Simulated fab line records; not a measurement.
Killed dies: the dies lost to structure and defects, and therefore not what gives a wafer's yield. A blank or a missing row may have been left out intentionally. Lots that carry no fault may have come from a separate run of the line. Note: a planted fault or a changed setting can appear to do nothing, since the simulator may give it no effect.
fab line records / flow nand-harc / part 2 of 2: steps 22 to 26 of 26
record: lots: 5 wafers: 15 last-day: 34
route steps=1302 shown A_CHANNEL_HOLE_D2@572
lots that met no fault: from a run of the same line without faults
start-h: hours from the record's opening day to when the first of the lot's shown wafers began / wait-h: hours from the lot's prior step to this one / " identical to the entry in the row above / L1.1+2: one row covering several wafers at once / - no value present, or no start provided / * or withheld: withheld / < > ~ a bound
route shown NAME@n: a module of which the file shows steps, and the number in the route of the first / usual: mean/standard deviation taken from wafers without a fault / same: alike in all rows / chamber/n: place in a boat / sites: the reading at each site / _std_site: standard deviation of those values / _edge_site: the outer-site mean with the inner-site mean subtracted / radius-mm: how far each site lies from the wafer's centre / mask NAME#n: copy n / behind: the tool/chamber that last shaped the wafer / hold: what put the lot on hold/how long, in hours/how the hold closed / device: which transistor (n, p or np) failed to switch / end of line: at the end of the route, the tests of the same wafers / a step given without rows: its recipe and nothing more / killed: dies that structure and defects cost at the first sort, which is not the same as the wafer's yield / map: per-die view of a wafer (x killed, . not killed, _ where there is no die)
set.NAME: the run value of the setting; set.NAME@STEP: its run value at that earlier step / model.NAME: the simulator's own value behind a step, which no gauge read
lots at some steps of the route; a table a step, a row a wafer
services: from which hour (start-h, from the record's first day; less than 0 if before it) a tool's chamber was out of use, for how many hours, and why
== steps ==
step: NHARC_A_CHANNEL_HOLE_D2_ETCH_21
recipe: bias-v: 3000 source-w: withheld pressure-mtorr: 20 time-s: 514.3 ar-flow-sccm: 375 c4f8-flow-sccm: 89.3 o2-flow-sccm: 35.7 temp-c: -20 target-depth-a: 16000 chemistry: C4F8/O2/Ar
usual: drypump-motor-current-A: 5.1/0.49 o2-flow-sccm: 35.70/0.11 showerhead-plenum-p-Torr: 3.66/0.04 throttle-valve-pct: 32.155/0.0093
lot.wafer=L074.1 tool=har-etch-01 chamber=1 start-h=291.62 wait-h=0.3 drypump-motor-current-A=4.7 o2-flow-sccm=35.77 rf-hours-counter-h=149 showerhead-plenum-p-Torr=3.70 throttle-valve-pct=32.161
lot.wafer=L074.2 tool=har-etch-01 chamber=0 start-h=291.62 wait-h=0.3 drypump-motor-current-A=5.9 o2-flow-sccm=35.65 rf-hours-counter-h=149 showerhead-plenum-p-Torr=3.70 throttle-valve-pct=32.154
lot.wafer=L074.4 tool=har-etch-01 chamber=0 start-h=291.62 wait-h=0.3 drypump-motor-current-A=5.9 o2-flow-sccm=35.79 rf-hours-counter-h=- showerhead-plenum-p-Torr=3.70 throttle-valve-pct=32.162
lot.wafer=L079.2 tool=har-etch-01 chamber=0 start-h=338.21 wait-h=0.3 drypump-motor-current-A=5.9 o2-flow-sccm=35.87 rf-hours-counter-h=176 showerhead-plenum-p-Torr=3.68 throttle-valve-pct=32.157
lot.wafer=L079.6 tool=har-etch-01 chamber=0 start-h=338.21 wait-h=0.3 drypump-motor-current-A=5.9 o2-flow-sccm=35.71 rf-hours-counter-h=- showerhead-plenum-p-Torr=3.68 throttle-valve-pct=32.161
lot.wafer=L079.5 tool=har-etch-01 chamber=1 start-h=338.21 wait-h=0.3 drypump-motor-current-A=4.7 o2-flow-sccm=35.65 rf-hours-counter-h=- showerhead-plenum-p-Torr=3.68 throttle-valve-pct=32.161
lot.wafer=L084.4 tool=har-etch-02 chamber=1 start-h=401.29 wait-h=0.3 drypump-motor-current-A=5.1 o2-flow-sccm=35.66 rf-hours-counter-h=- showerhead-plenum-p-Torr=3.71 throttle-valve-pct=32.147
lot.wafer=L084.3 tool=har-etch-02 chamber=0 start-h=401.29 wait-h=0.3 drypump-motor-current-A=4.7 o2-flow-sccm=35.86 rf-hours-counter-h=- showerhead-plenum-p-Torr=3.62 throttle-valve-pct=32.159
lot.wafer=L084.5 tool=har-etch-02 chamber=1 start-h=401.29 wait-h=0.3 drypump-motor-current-A=5.1 o2-flow-sccm=35.68 rf-hours-counter-h=- showerhead-plenum-p-Torr=3.71 throttle-valve-pct=32.168
lot.wafer=L093.1 tool=har-etch-02 chamber=1 start-h=488.20 wait-h=0.3 drypump-motor-current-A=5.1 o2-flow-sccm=35.67 rf-hours-counter-h=54 showerhead-plenum-p-Torr=3.68 throttle-valve-pct=32.168
lot.wafer=L093.3 tool=har-etch-02 chamber=0 start-h=488.20 wait-h=0.3 drypump-motor-current-A=4.7 o2-flow-sccm=35.58 rf-hours-counter-h=- showerhead-plenum-p-Torr=3.59 throttle-valve-pct=32.165
lot.wafer=L093.6 tool=har-etch-02 chamber=1 start-h=488.20 wait-h=0.3 drypump-motor-current-A=5.1 o2-flow-sccm=35.75 rf-hours-counter-h=- showerhead-plenum-p-Torr=3.68 throttle-valve-pct=32.152
lot.wafer=L097.2 tool=har-etch-02 chamber=1 start-h=545.53 wait-h=0.3 drypump-motor-current-A=5.1 o2-flow-sccm=35.81 rf-hours-counter-h=85 showerhead-plenum-p-Torr=3.67 throttle-valve-pct=32.155
lot.wafer=L097.3 tool=har-etch-02 chamber=0 start-h=545.53 wait-h=0.3 drypump-motor-current-A=4.7 o2-flow-sccm=35.66 rf-hours-counter-h=- showerhead-plenum-p-Torr=3.57 throttle-valve-pct=32.160
lot.wafer=L097.6 tool=har-etch-02 chamber=0 start-h=545.53 wait-h=0.3 drypump-motor-current-A=4.7 o2-flow-sccm=35.65 rf-hours-counter-h=- showerhead-plenum-p-Torr=3.57 throttle-valve-pct=32.151
step: NHARC_A_CHANNEL_HOLE_D2_ETCH_22
recipe: bias-v: 3000 source-w: withheld pressure-mtorr: 20 time-s: 666.7 ar-flow-sccm: 375 c4f8-flow-sccm: 89.3 o2-flow-sccm: 35.7 temp-c: -20 target-depth-a: 16000 chemistry: C4F8/O2/Ar
usual: drypump-motor-current-A: 5.1/0.49 o2-flow-sccm: 35.70/0.091 showerhead-plenum-p-Torr: 3.66/0.04 throttle-valve-pct: 32.155/0.0095
lot.wafer=L074.1 tool=har-etch-01 chamber=1 start-h=292.06 wait-h=0.4 drypump-motor-current-A=4.7 o2-flow-sccm=35.86 rf-hours-counter-h=150 showerhead-plenum-p-Torr=3.70 throttle-valve-pct=32.158
lot.wafer=L074.2 tool=har-etch-01 chamber=0 start-h=292.06 wait-h=0.4 drypump-motor-current-A=5.9 o2-flow-sccm=35.63 rf-hours-counter-h=150 showerhead-plenum-p-Torr=3.70 throttle-valve-pct=32.150
lot.wafer=L074.4 tool=har-etch-01 chamber=0 start-h=292.06 wait-h=0.4 drypump-motor-current-A=5.9 o2-flow-sccm=35.59 rf-hours-counter-h=- showerhead-plenum-p-Torr=3.70 throttle-valve-pct=32.156
lot.wafer=L079.2 tool=har-etch-01 chamber=0 start-h=338.65 wait-h=0.4 drypump-motor-current-A=5.9 o2-flow-sccm=35.78 rf-hours-counter-h=177 showerhead-plenum-p-Torr=3.68 throttle-valve-pct=32.153
lot.wafer=L079.6 tool=har-etch-01 chamber=0 start-h=338.65 wait-h=0.4 drypump-motor-current-A=5.9 o2-flow-sccm=35.68 rf-hours-counter-h=- showerhead-plenum-p-Torr=3.68 throttle-valve-pct=32.157
lot.wafer=L079.5 tool=har-etch-01 chamber=1 start-h=338.65 wait-h=0.4 drypump-motor-current-A=4.7 o2-flow-sccm=35.80 rf-hours-counter-h=- showerhead-plenum-p-Torr=3.68 throttle-valve-pct=32.140
lot.wafer=L084.4 tool=har-etch-02 chamber=1 start-h=401.77 wait-h=0.4 drypump-motor-current-A=5.1 o2-flow-sccm=35.61 rf-hours-counter-h=- showerhead-plenum-p-Torr=3.71 throttle-valve-pct=32.163
lot.wafer=L084.3 tool=har-etch-02 chamber=0 start-h=401.77 wait-h=0.4 drypump-motor-current-A=4.7 o2-flow-sccm=35.54 rf-hours-counter-h=- showerhead-plenum-p-Torr=3.61 throttle-valve-pct=32.143
lot.wafer=L084.5 tool=har-etch-02 chamber=1 start-h=401.77 wait-h=0.4 drypump-motor-current-A=5.1 o2-flow-sccm=35.58 rf-hours-counter-h=- showerhead-plenum-p-Torr=3.71 throttle-valve-pct=32.160
lot.wafer=L093.1 tool=har-etch-02 chamber=1 start-h=488.66 wait-h=0.4 drypump-motor-current-A=5.1 o2-flow-sccm=35.70 rf-hours-counter-h=54 showerhead-plenum-p-Torr=3.68 throttle-valve-pct=32.152
lot.wafer=L093.3 tool=har-etch-02 chamber=0 start-h=488.66 wait-h=0.4 drypump-motor-current-A=4.7 o2-flow-sccm=35.78 rf-hours-counter-h=- showerhead-plenum-p-Torr=3.59 throttle-valve-pct=32.158
lot.wafer=L093.6 tool=har-etch-02 chamber=1 start-h=488.66 wait-h=0.4 drypump-motor-current-A=5.1 o2-flow-sccm=35.68 rf-hours-counter-h=- showerhead-plenum-p-Torr=3.68 throttle-valve-pct=32.169
lot.wafer=L097.2 tool=har-etch-02 chamber=1 start-h=545.97 wait-h=0.4 drypump-motor-current-A=5.1 o2-flow-sccm=35.62 rf-hours-counter-h=85 showerhead-plenum-p-Torr=3.67 throttle-valve-pct=32.151
lot.wafer=L097.3 tool=har-etch-02 chamber=0 start-h=545.97 wait-h=0.4 drypump-motor-current-A=4.7 o2-flow-sccm=35.73 rf-hours-counter-h=- showerhead-plenum-p-Torr=3.57 throttle-valve-pct=32.144
lot.wafer=L097.6 tool=har-etch-02 chamber=0 start-h=545.97 wait-h=0.4 drypump-motor-current-A=4.7 o2-flow-sccm=35.78 rf-hours-counter-h=- showerhead-plenum-p-Torr=3.57 throttle-valve-pct=32.148
step: NHARC_A_CHANNEL_HOLE_D2_ETCH_23
recipe: bias-v: 5000 source-w: withheld pressure-mtorr: 20 time-s: 819 ar-flow-sccm: 375 c4f8-flow-sccm: 89.3 o2-flow-sccm: 35.7 temp-c: -20 target-depth-a: 16000 chemistry: C4F8/O2/Ar
usual: drypump-motor-current-A: 5.1/0.49 o2-flow-sccm: 35.70/0.1 showerhead-plenum-p-Torr: 3.66/0.04 throttle-valve-pct: 32.154/0.0092
lot.wafer=L074.1 tool=har-etch-01 chamber=1 start-h=292.64 wait-h=0.5 drypump-motor-current-A=4.8 o2-flow-sccm=35.57 rf-hours-counter-h=150 showerhead-plenum-p-Torr=3.70 throttle-valve-pct=32.151
lot.wafer=L074.2 tool=har-etch-01 chamber=0 start-h=292.64 wait-h=0.5 drypump-motor-current-A=5.9 o2-flow-sccm=35.59 rf-hours-counter-h=150 showerhead-plenum-p-Torr=3.70 throttle-valve-pct=32.159
lot.wafer=L074.4 tool=har-etch-01 chamber=0 start-h=292.64 wait-h=0.5 drypump-motor-current-A=5.9 o2-flow-sccm=35.62 rf-hours-counter-h=- showerhead-plenum-p-Torr=3.70 throttle-valve-pct=32.164
lot.wafer=L079.2 tool=har-etch-01 chamber=0 start-h=339.22 wait-h=0.5 drypump-motor-current-A=5.9 o2-flow-sccm=35.63 rf-hours-counter-h=177 showerhead-plenum-p-Torr=3.68 throttle-valve-pct=32.145
lot.wafer=L079.6 tool=har-etch-01 chamber=0 start-h=339.22 wait-h=0.5 drypump-motor-current-A=5.9 o2-flow-sccm=35.66 rf-hours-counter-h=- showerhead-plenum-p-Torr=3.68 throttle-valve-pct=32.155
lot.wafer=L079.5 tool=har-etch-01 chamber=1 start-h=339.22 wait-h=0.5 drypump-motor-current-A=4.7 o2-flow-sccm=35.68 rf-hours-counter-h=- showerhead-plenum-p-Torr=3.68 throttle-valve-pct=32.154
lot.wafer=L084.4 tool=har-etch-02 chamber=1 start-h=402.38 wait-h=0.5 drypump-motor-current-A=5.1 o2-flow-sccm=35.81 rf-hours-counter-h=- showerhead-plenum-p-Torr=3.71 throttle-valve-pct=32.146
lot.wafer=L084.3 tool=har-etch-02 chamber=0 start-h=402.38 wait-h=0.5 drypump-motor-current-A=4.7 o2-flow-sccm=35.75 rf-hours-counter-h=- showerhead-plenum-p-Torr=3.62 throttle-valve-pct=32.132
lot.wafer=L084.5 tool=har-etch-02 chamber=1 start-h=402.38 wait-h=0.5 drypump-motor-current-A=5.1 o2-flow-sccm=35.77 rf-hours-counter-h=- showerhead-plenum-p-Torr=3.71 throttle-valve-pct=32.140
lot.wafer=L093.1 tool=har-etch-02 chamber=1 start-h=489.26 wait-h=0.5 drypump-motor-current-A=5.1 o2-flow-sccm=35.76 rf-hours-counter-h=55 showerhead-plenum-p-Torr=3.68 throttle-valve-pct=32.144
lot.wafer=L093.3 tool=har-etch-02 chamber=0 start-h=489.26 wait-h=0.5 drypump-motor-current-A=4.7 o2-flow-sccm=35.56 rf-hours-counter-h=- showerhead-plenum-p-Torr=3.59 throttle-valve-pct=32.154
lot.wafer=L093.6 tool=har-etch-02 chamber=1 start-h=489.26 wait-h=0.5 drypump-motor-current-A=5.1 o2-flow-sccm=35.66 rf-hours-counter-h=- showerhead-plenum-p-Torr=3.68 throttle-valve-pct=32.157
lot.wafer=L097.2 tool=har-etch-02 chamber=1 start-h=546.53 wait-h=0.5 drypump-motor-current-A=5.1 o2-flow-sccm=35.69 rf-hours-counter-h=86 showerhead-plenum-p-Torr=3.67 throttle-valve-pct=32.166
lot.wafer=L097.3 tool=har-etch-02 chamber=0 start-h=546.53 wait-h=0.5 drypump-motor-current-A=4.7 o2-flow-sccm=35.61 rf-hours-counter-h=- showerhead-plenum-p-Torr=3.57 throttle-valve-pct=32.163
lot.wafer=L097.6 tool=har-etch-02 chamber=0 start-h=546.53 wait-h=0.5 drypump-motor-current-A=4.7 o2-flow-sccm=35.94 rf-hours-counter-h=- showerhead-plenum-p-Torr=3.57 throttle-valve-pct=32.158
step: NHARC_A_CHANNEL_HOLE_D2_ETCH_24
recipe: bias-v: 5000 source-w: withheld pressure-mtorr: 20 time-s: 906.2 ar-flow-sccm: 375 c4f8-flow-sccm: 93.8 o2-flow-sccm: 31.2 temp-c: -20 target-depth-a: 15000 chemistry: C4F8/O2/Ar
usual: drypump-motor-current-A: 5.1/0.49 o2-flow-sccm: 31.21/0.089 showerhead-plenum-p-Torr: 3.65/0.04 throttle-valve-pct: 32.236/0.0092
lot.wafer=L074.1 tool=har-etch-01 chamber=1 start-h=293.34 wait-h=0.6 drypump-motor-current-A=4.7 o2-flow-sccm=31.18 rf-hours-counter-h=151 showerhead-plenum-p-Torr=3.69 throttle-valve-pct=32.229
lot.wafer=L074.2 tool=har-etch-01 chamber=0 start-h=293.34 wait-h=0.6 drypump-motor-current-A=5.9 o2-flow-sccm=31.28 rf-hours-counter-h=151 showerhead-plenum-p-Torr=3.69 throttle-valve-pct=32.240
lot.wafer=L074.4 tool=har-etch-01 chamber=0 start-h=293.34 wait-h=0.6 drypump-motor-current-A=5.9 o2-flow-sccm=31.20 rf-hours-counter-h=- showerhead-plenum-p-Torr=3.69 throttle-valve-pct=32.237
lot.wafer=L079.2 tool=har-etch-01 chamber=0 start-h=339.92 wait-h=0.6 drypump-motor-current-A=5.9 o2-flow-sccm=31.23 rf-hours-counter-h=178 showerhead-plenum-p-Torr=3.68 throttle-valve-pct=32.216
lot.wafer=L079.6 tool=har-etch-01 chamber=0 start-h=339.92 wait-h=0.6 drypump-motor-current-A=5.9 o2-flow-sccm=31.28 rf-hours-counter-h=- showerhead-plenum-p-Torr=3.68 throttle-valve-pct=32.237
lot.wafer=L079.5 tool=har-etch-01 chamber=1 start-h=339.92 wait-h=0.6 drypump-motor-current-A=4.7 o2-flow-sccm=31.05 rf-hours-counter-h=- showerhead-plenum-p-Torr=3.68 throttle-valve-pct=32.235
lot.wafer=L084.4 tool=har-etch-02 chamber=1 start-h=403.10 wait-h=0.6 drypump-motor-current-A=5.1 o2-flow-sccm=31.23 rf-hours-counter-h=- showerhead-plenum-p-Torr=3.70 throttle-valve-pct=32.227
lot.wafer=L084.3 tool=har-etch-02 chamber=0 start-h=403.10 wait-h=0.6 drypump-motor-current-A=4.7 o2-flow-sccm=31.17 rf-hours-counter-h=- showerhead-plenum-p-Torr=3.61 throttle-valve-pct=32.227
lot.wafer=L084.5 tool=har-etch-02 chamber=1 start-h=403.10 wait-h=0.6 drypump-motor-current-A=5.1 o2-flow-sccm=31.10 rf-hours-counter-h=- showerhead-plenum-p-Torr=3.70 throttle-valve-pct=32.234
lot.wafer=L093.1 tool=har-etch-02 chamber=1 start-h=489.97 wait-h=0.6 drypump-motor-current-A=5.1 o2-flow-sccm=31.37 rf-hours-counter-h=56 showerhead-plenum-p-Torr=3.68 throttle-valve-pct=32.241
lot.wafer=L093.3 tool=har-etch-02 chamber=0 start-h=489.97 wait-h=0.6 drypump-motor-current-A=4.7 o2-flow-sccm=31.12 rf-hours-counter-h=- showerhead-plenum-p-Torr=3.58 throttle-valve-pct=32.236
lot.wafer=L093.6 tool=har-etch-02 chamber=1 start-h=489.97 wait-h=0.6 drypump-motor-current-A=5.1 o2-flow-sccm=31.30 rf-hours-counter-h=- showerhead-plenum-p-Torr=3.68 throttle-valve-pct=32.232
lot.wafer=L097.2 tool=har-etch-02 chamber=1 start-h=547.23 wait-h=0.6 drypump-motor-current-A=5.1 o2-flow-sccm=31.28 rf-hours-counter-h=86 showerhead-plenum-p-Torr=3.66 throttle-valve-pct=32.245
lot.wafer=L097.3 tool=har-etch-02 chamber=0 start-h=547.23 wait-h=0.6 drypump-motor-current-A=4.7 o2-flow-sccm=31.38 rf-hours-counter-h=- showerhead-plenum-p-Torr=3.57 throttle-valve-pct=32.236
lot.wafer=L097.6 tool=har-etch-02 chamber=0 start-h=547.23 wait-h=0.6 drypump-motor-current-A=4.7 o2-flow-sccm=31.38 rf-hours-counter-h=- showerhead-plenum-p-Torr=3.57 throttle-valve-pct=32.236
step: NHARC_A_CHANNEL_HOLE_D2_ETCH_25
recipe: bias-v: 5000 source-w: withheld pressure-mtorr: 20 time-s: 1040.2 ar-flow-sccm: 375 c4f8-flow-sccm: 93.8 o2-flow-sccm: 31.2 temp-c: -20 target-depth-a: 15000 chemistry: C4F8/O2/Ar
usual: drypump-motor-current-A: 5.1/0.49 o2-flow-sccm: 31.19/0.099 showerhead-plenum-p-Torr: 3.65/0.04 throttle-valve-pct: 32.235/0.0093
lot.wafer=L074.1 tool=har-etch-01 chamber=1 start-h=294.10 wait-h=0.6 drypump-motor-current-A=4.7 o2-flow-sccm=31.15 rf-hours-counter-h=152 showerhead-plenum-p-Torr=3.69 throttle-valve-pct=32.239
lot.wafer=L074.2 tool=har-etch-01 chamber=0 start-h=294.10 wait-h=0.6 drypump-motor-current-A=6.0 o2-flow-sccm=31.24 rf-hours-counter-h=152 showerhead-plenum-p-Torr=3.69 throttle-valve-pct=32.218
lot.wafer=L074.4 tool=har-etch-01 chamber=0 start-h=294.10 wait-h=0.6 drypump-motor-current-A=6.0 o2-flow-sccm=31.32 rf-hours-counter-h=- showerhead-plenum-p-Torr=3.69 throttle-valve-pct=32.231
lot.wafer=L079.2 tool=har-etch-01 chamber=0 start-h=340.68 wait-h=0.6 drypump-motor-current-A=5.9 o2-flow-sccm=31.33 rf-hours-counter-h=179 showerhead-plenum-p-Torr=3.68 throttle-valve-pct=32.220
lot.wafer=L079.6 tool=har-etch-01 chamber=0 start-h=340.68 wait-h=0.6 drypump-motor-current-A=5.9 o2-flow-sccm=31.36 rf-hours-counter-h=- showerhead-plenum-p-Torr=3.68 throttle-valve-pct=32.241
lot.wafer=L079.5 tool=har-etch-01 chamber=1 start-h=340.68 wait-h=0.6 drypump-motor-current-A=4.7 o2-flow-sccm=31.12 rf-hours-counter-h=- showerhead-plenum-p-Torr=3.68 throttle-valve-pct=32.243
lot.wafer=L084.4 tool=har-etch-02 chamber=1 start-h=403.91 wait-h=0.7 drypump-motor-current-A=5.1 o2-flow-sccm=31.24 rf-hours-counter-h=- showerhead-plenum-p-Torr=3.70 throttle-valve-pct=32.234
lot.wafer=L084.3 tool=har-etch-02 chamber=0 start-h=403.91 wait-h=0.7 drypump-motor-current-A=4.7 o2-flow-sccm=31.42 rf-hours-counter-h=- showerhead-plenum-p-Torr=3.61 throttle-valve-pct=32.222
lot.wafer=L084.5 tool=har-etch-02 chamber=1 start-h=403.91 wait-h=0.7 drypump-motor-current-A=5.1 o2-flow-sccm=31.23 rf-hours-counter-h=- showerhead-plenum-p-Torr=3.70 throttle-valve-pct=32.230
lot.wafer=L093.1 tool=har-etch-02 chamber=1 start-h=490.77 wait-h=0.7 drypump-motor-current-A=5.1 o2-flow-sccm=31.15 rf-hours-counter-h=57 showerhead-plenum-p-Torr=3.68 throttle-valve-pct=32.247
lot.wafer=L093.3 tool=har-etch-02 chamber=0 start-h=490.77 wait-h=0.7 drypump-motor-current-A=4.7 o2-flow-sccm=31.25 rf-hours-counter-h=- showerhead-plenum-p-Torr=3.58 throttle-valve-pct=32.238
lot.wafer=L093.6 tool=har-etch-02 chamber=1 start-h=490.77 wait-h=0.7 drypump-motor-current-A=5.1 o2-flow-sccm=31.12 rf-hours-counter-h=- showerhead-plenum-p-Torr=3.68 throttle-valve-pct=32.247
lot.wafer=L097.2 tool=har-etch-02 chamber=1 start-h=547.99 wait-h=0.6 drypump-motor-current-A=5.1 o2-flow-sccm=31.28 rf-hours-counter-h=87 showerhead-plenum-p-Torr=3.66 throttle-valve-pct=32.247
lot.wafer=L097.3 tool=har-etch-02 chamber=0 start-h=547.99 wait-h=0.6 drypump-motor-current-A=4.7 o2-flow-sccm=31.03 rf-hours-counter-h=- showerhead-plenum-p-Torr=3.57 throttle-valve-pct=32.247
lot.wafer=L097.6 tool=har-etch-02 chamber=0 start-h=547.99 wait-h=0.6 drypump-motor-current-A=4.7 o2-flow-sccm=31.05 rf-hours-counter-h=- showerhead-plenum-p-Torr=3.57 throttle-valve-pct=32.232
== services ==
tool=rie-diel-10 chamber=0 start-h=273.24 hours=3.8 kind=repair
tool=rie-diel-05 chamber=0 start-h=290.30 hours=9.2 kind=repair
tool=rie-diel-06 chamber=- start-h=307.20 hours=9.0 kind=pm
tool=har-etch-02 chamber=- start-h=320.28 hours=0.7 kind=repair
tool=rie-diel-05 chamber=1 start-h=320.83 hours=18.1 kind=repair
tool=litho-track-01 chamber=- start-h=330.00 hours=7.0 kind=pm
tool=litho-track-06 chamber=- start-h=354.00 hours=7.0 kind=pm
tool=rie-diel-10 chamber=- start-h=364.83 hours=0.8 kind=repair
tool=litho-track-04 chamber=- start-h=378.00 hours=7.0 kind=pm
tool=har-etch-02 chamber=- start-h=379.36 hours=17.0 kind=pm
tool=rie-diel-06 chamber=1 start-h=397.16 hours=12.5 kind=repair
tool=rie-diel-05 chamber=- start-h=406.90 hours=9.0 kind=pm
tool=rie-diel-10 chamber=- start-h=419.50 hours=9.0 kind=pm
tool=har-etch-02 chamber=- start-h=428.05 hours=0.5 kind=repair
tool=rie-diel-10 chamber=2 start-h=430.70 hours=2.5 kind=repair
tool=rie-diel-06 chamber=1 start-h=445.99 hours=5.6 kind=repair
tool=rie-diel-10 chamber=1 start-h=456.56 hours=7.0 kind=repair
tool=har-etch-01 chamber=- start-h=458.81 hours=3.2 kind=repair
tool=rie-diel-10 chamber=0 start-h=462.22 hours=11.4 kind=repair
tool=rie-diel-10 chamber=- start-h=492.08 hours=1.9 kind=repair
tool=litho-track-01 chamber=- start-h=505.00 hours=7.0 kind=pm
tool=rie-diel-10 chamber=- start-h=526.87 hours=2.3 kind=repair
tool=litho-track-06 chamber=- start-h=529.00 hours=7.0 kind=pm
tool=rie-diel-10 chamber=2 start-h=542.24 hours=5.4 kind=repair
